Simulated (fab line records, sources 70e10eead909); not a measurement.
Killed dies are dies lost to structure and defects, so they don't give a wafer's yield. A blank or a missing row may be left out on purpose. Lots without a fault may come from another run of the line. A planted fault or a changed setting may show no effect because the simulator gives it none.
fab line records | flow nand_harc | part 2 of 2: steps 26 to 34 of 34
record lots=5 wafers=15 last_day=30
route steps=1302 shown P_CONTACT@241 P_M0@253
lots that met no fault: from a run of the same line without faults
start_h: hours from the record's first day to the start of the lot's first wafer shown | wait_h: hours since the lot's step before | " the same as in the row above | L1.1+2: a row that stands for several wafers | - no value, or no start given | * or withheld: withheld | < > ~ a bound
route shown NAME@n: a module of which the file shows steps, and the number in the route of the first | usual: mean/standard deviation of fault-free wafers | same: alike in all rows | chamber/n: place in a boat | sites: the reading at each site | _std_site: their standard deviation | _edge_site: outer sites' mean less inner sites' | radius_mm: how far each site lies from the wafer's centre | mask NAME#n: copy n | behind: the tool/chamber that last shaped the wafer | hold: why the lot was held/for how many hours/how that ended | device: the transistor (n, p or np) that didn't switch | end of line: the same wafers' tests at the end of the route | a step without rows: its recipe alone | killed: dies lost to structure and defects at the first sort, not the wafer's yield | map: a wafer's dies, x killed, . not, _ none there
set.NAME: the setting as run; set.NAME@STEP: as run at that earlier step | model.NAME: the simulator's own value behind a step, which no gauge read
lots at some steps of the route; a table a step, a row a wafer
services: from which hour (start_h, from the record's first day; less than 0 if before it) a tool's chamber was out of use, for how many hours, and why
## steps
# step NHARC_P_M0_ETCH_34
# recipe target_depth_a=400 overetch_a=120 time_s=43.94 ion_energy_ev=200 n2_flow_sccm=150 h2_flow_sccm=150 ar_flow_sccm=0 rf_w=400 bias_w=150 chemistry=N2/H2
# usual drypump_motor_current_A=5.6/0.42 oes_product_au=1.001/0.0079 rf_vpp_V=429.2/2.5 showerhead_plenum_p_Torr=1.99/0.083 throttle_valve_pct=14.171/0.009
# columns lot.wafer tool chamber start_h wait_h drypump_motor_current_A oes_product_au rf_hours_counter_h rf_vpp_V showerhead_plenum_p_Torr throttle_valve_pct
L076.3 rie_diel-02 3 116.70 0.1 5.8 0.991 8 430.3 2.00 14.169
L076.1 " 0 " " 5.7 1.012 11 427.0 1.90 14.172
L076.6 " 1 " " 6.2 1.006 - 428.7 1.99 14.186
L078.2 rie_diel-02 0 138.20 0.1 5.7 1.014 15 426.6 1.90 14.154
L078.3 " 2 " " 5.4 0.993 15 429.7 1.97 14.180
L078.5 " 3 " " 5.9 0.996 - 428.6 2.00 14.168
L087.4 rie_diel-02 1 227.44 0.2 6.2 1.007 3 427.4 1.98 14.171
L087.6 " 3 " " 5.9 1.005 - 428.9 1.99 14.179
L087.5 " 0 " " 5.7 1.008 - 427.1 1.90 14.170
L091.4 rie_diel-02 1 275.60 0.1 6.2 1.003 12 429.9 1.98 14.180
L091.2 " 2 " " 5.5 1.002 14 427.1 1.96 14.157
L091.3 " 0 " " 5.7 1.008 14 426.8 1.90 14.170
L092.4 rie_diel-02 1 280.72 0.1 6.2 1.009 13 429.1 1.98 14.186
L092.2 " 3 " " 5.9 0.993 17 426.7 1.99 14.165
L092.1 " 0 " " 5.7 0.999 16 426.5 1.89 14.158
# step NHARC_P_M0_ETCH_15
# recipe target_depth_a=1500 overetch_a=150 time_s=82.5 c4f8_flow_sccm=withheld ar_flow_sccm=400 rf_w=600 bias_w=300 chemistry=C4F8/Ar
# usual oes_product_au=0.958/0.02 rf_vpp_V=439.7/2.6
# columns lot.wafer tool chamber start_h wait_h oes_product_au rf_vpp_V
L076.1 rie_diel-02 1 - - 0.963 439.1
L076.3 " 0 " " 0.957 436.0
L076.6 " 2 " " 0.962 438.1
L078.3 rie_diel-02 3 - - 0.963 439.1
L078.2 " 0 " " 0.966 437.2
L078.5 " 0 " " 0.969 435.7
L087.4 rie_diel-02 2 - - 0.950 438.6
L087.6 " 3 " " 0.948 440.9
L087.5 " 0 " " 0.958 435.9
L091.2 rie_diel-02 1 - - 0.933 439.3
L091.3 " 2 " " 0.935 438.8
L091.4 " 3 " " 0.920 439.6
L092.2 rie_diel-02 1 - - 0.975 439.4
L092.4 " 2 " " 0.979 439.1
L092.1 " 3 " " 0.979 438.2
# step NHARC_P_M0_CD_MEAS_16
# usual cd_nm=89.7/0.85
# columns lot.wafer tool chamber start_h wait_h cd_nm
L076.1 cd_sem-03 - 116.90 - 90.8
L076.3 " - " " 90.0
L076.6 " - " " 90.9
L078.2 cd_sem-02 - 138.42 - 89.9
L078.3 " - " " 89.4
L078.5 " - " " 88.8
L087.4 cd_sem-01 - 227.65 - 89.9
L087.5 " - " " 89.1
L087.6 " - " " 90.6
L091.2 cd_sem-02 - 275.81 - 89.1
L091.3 " - " " 88.9
L091.4 " - " " 90.6
L092.1 cd_sem-02 - 280.94 - 89.4
L092.2 " - " " 90.3
L092.4 " - " " 91.0
# step NHARC_P_M0_STRIP_18
# recipe power_w=1000 n2_flow_sccm=150 h2_flow_sccm=150 ar_flow_sccm=0 bias_w=0 chemistry=N2/H2
# usual drypump_motor_current_A=5.6/0.41 oes_product_au=1.001/0.0087 rf_vpp_V=90.6/0.97 showerhead_plenum_p_Torr=2.01/0.09 throttle_valve_pct=14.170/0.0095
# columns lot.wafer tool chamber start_h wait_h drypump_motor_current_A oes_product_au rf_hours_counter_h rf_vpp_V showerhead_plenum_p_Torr throttle_valve_pct
L076.3 rie_diel-07 0 117.01 0.1 4.8 1.007 2 90.8 2.14 14.166
L076.1 " 1 " " 5.7 0.998 3 88.4 1.88 14.159
L076.6 " 0 " " 4.8 1.011 - 89.5 2.14 14.171
L078.2 rie_diel-02 2 138.51 0.1 5.4 0.990 15 91.5 1.97 14.163
L078.3 " 3 " " 5.9 1.007 12 91.4 2.00 14.164
L078.5 " 2 " " 5.4 0.992 - 91.1 1.97 14.168
L087.4 rie_diel-01 2 227.79 0.1 5.9 1.012 12 89.9 2.17 14.176
L087.5 " 3 " " 5.5 1.012 - 91.5 2.13 14.176
L087.6 " 0 " " 4.9 1.004 - 90.9 2.02 14.177
L091.4 rie_diel-01 1 275.89 0.1 5.8 0.990 30 89.0 1.90 14.187
L091.2 " 3 " " 5.5 1.018 27 91.8 2.12 14.182
L091.3 " 0 " " 4.9 0.996 26 90.1 2.01 14.170
L092.4 rie_diel-02 2 281.01 0.1 5.5 1.004 15 91.2 1.96 14.178
L092.1 " 3 " " 5.8 1.013 17 90.8 1.99 14.171
L092.2 " 1 " " 6.2 1.009 14 91.7 1.98 14.172
# step NHARC_P_M0_STRIP_19
# recipe time_s=600 temp_c=30 chemistry=post_etch_residue_remover
# usual bath_heat_duty_pct=12.9/1.2 temp_c=30.00/0.11
# columns lot.wafer tool chamber start_h wait_h bath_heat_duty_pct temp_c
L076.6 wet_bench-02 0 117.25 - 13.8 29.98
L076.3 " 2 " " 13.3 29.89
L076.1 " 4 " " 13.4 30.06
L078.2 wet_bench-02 4 138.77 - 13.9 30.08
L078.3 " 0 " " 13.5 29.93
L078.5 " 1 " " 15.1 30.05
L087.6 wet_bench-03 5 227.99 - 10.8 29.86
L087.5 " 6 " " 11.4 30.01
L087.4 " 0 " " 12.7 29.98
L091.3 wet_bench-03 6 276.17 - 10.7 29.98
L091.4 " 0 " " 13.8 29.93
L091.2 " 2 " " 15.0 30.05
L092.4 wet_bench-01 1 281.30 - 12.3 30.03
L092.1 " 2 " " 14.5 29.82
L092.2 " 3 " " 10.7 30.05
# step NHARC_P_M0_DEGAS_28
# recipe temp_c=250 time_s=60
# usual heater_power_w=317/34
# columns lot.wafer tool chamber start_h wait_h heater_power_w
L076.3 pvd_sputter-01 - 117.58 - 275
L076.1 " - " " 304
L076.6 " - " " 275
L078.3 pvd_sputter-01 - 139.08 - 278
L078.2 " - " " 281
L078.5 " - " " 283
L087.4 pvd_sputter-02 - 228.27 - 305
L087.5 " - " " 385
L087.6 " - " " 369
L091.3 pvd_sputter-02 - 276.43 - 294
L091.2 " - " " 298
L091.4 " - " " 388
L092.2 pvd_sputter-02 - 281.56 - 367
L092.4 " - " " 300
L092.1 " - " " 303
# step NHARC_P_M0_PRE_CLEAN_29
# recipe time_s=30 temp_c=280 gas=H2/He
# usual heater_power_w=393/45
# columns lot.wafer tool chamber start_h wait_h heater_power_w
L076.1 pvd_sputter-01 - - - 337
L076.3 " - " " 374
L076.6 " - " " 348
L078.3 pvd_sputter-01 - - - 344
L078.2 " - " " 374
L078.5 " - " " 377
L087.4 pvd_sputter-02 - - - 449
L087.5 " - " " 494
L087.6 " - " " 447
L091.2 pvd_sputter-02 - - - 447
L091.4 " - " " 365
L091.3 " - " " 365
L092.1 pvd_sputter-02 - - - 371
L092.2 " - " " 464
L092.4 " - " " 443
# step NHARC_P_M0_PVD_20
# recipe target_thk_a=50 bias_v=168.6 power_w=15000 chamber_pressure_pa=0.12 time_s=8.06 substrate_temp_c=50 material=TaN
# usual throttle_valve_pct=30.5/1.1
# columns lot.wafer tool chamber start_h wait_h throttle_valve_pct
L076.3 pvd_sputter-01 - - - 29.5
L076.1 " - " " 30.5
L076.6 " - " " 30.5
L078.2 pvd_sputter-01 - - - 31.2
L078.3 " - " " 32.4
L078.5 " - " " 32.4
L087.4 pvd_sputter-02 - - - 31.4
L087.5 " - " " 31.3
L087.6 " - " " 30.3
L091.3 pvd_sputter-02 - - - 31.2
L091.4 " - " " 28.9
L091.2 " - " " 29.6
L092.1 pvd_sputter-02 - - - 29.8
L092.2 " - " " 29.9
L092.4 " - " " 29.5
# step NHARC_P_M0_PVD_21
# recipe target_thk_a=300 chamber_pressure_pa=5 power_w=5000 substrate_temp_c=30 time_s=20.49 material=Cu
# usual throttle_valve_pct=30.5/1.1
# columns lot.wafer tool chamber start_h wait_h throttle_valve_pct
L076.3 pvd_sputter-01 - - - 32.2
L076.1 " - " " 30.6
L076.6 " - " " 32.3
L078.2 pvd_sputter-01 - - - 32.4
L078.3 " - " " 29.2
L078.5 " - " " 30.6
L087.4 pvd_sputter-02 - - - 29.3
L087.6 " - " " 30.2
L087.5 " - " " 29.3
L091.2 pvd_sputter-02 - - - 29.9
L091.4 " - " " 31.1
L091.3 " - " " 29.1
L092.4 pvd_sputter-02 - - - 29.7
L092.1 " - " " 31.0
L092.2 " - " " 29.1
## services
# columns tool chamber start_h hours kind
pecvd-02 0 107.21 6.2 repair
pvd_sputter-03 - 112.69 1.2 repair
rie_diel-13 2 115.05 26.7 repair
litho_track-01 - 131.00 7.0 pm
rie_diel-13 1 134.60 12.6 repair
rie_diel-13 0 135.15 6.4 repair
rie_diel-13 - 141.24 9.0 pm
pvd_sputter-03 - 146.00 10.0 pm
wet_bench-09 - 152.80 8.0 pm
litho_track-06 - 155.00 7.0 pm
pecvd-02 0 165.12 6.7 repair
arfi_scanner-01 - 166.44 0.7 repair
arfi_scanner-01 - 174.19 1.8 repair
litho_track-04 - 179.00 7.0 pm
cmp-04 - 186.39 4.0 pm
rie_diel-02 - 192.79 9.0 pm
pvd_sputter-02 - 201.45 2.2 repair
pvd_sputter-01 - 202.00 10.0 pm
wet_bench-04 - 203.20 8.0 pm
pvd_sputter-01 - 226.79 2.2 repair
cmp-04 - 242.27 0.7 repair
pvd_sputter-03 - 254.03 1.7 repair
pvd_sputter-02 - 258.00 10.0 pm
cmp-04 - 270.93 1.7 repair
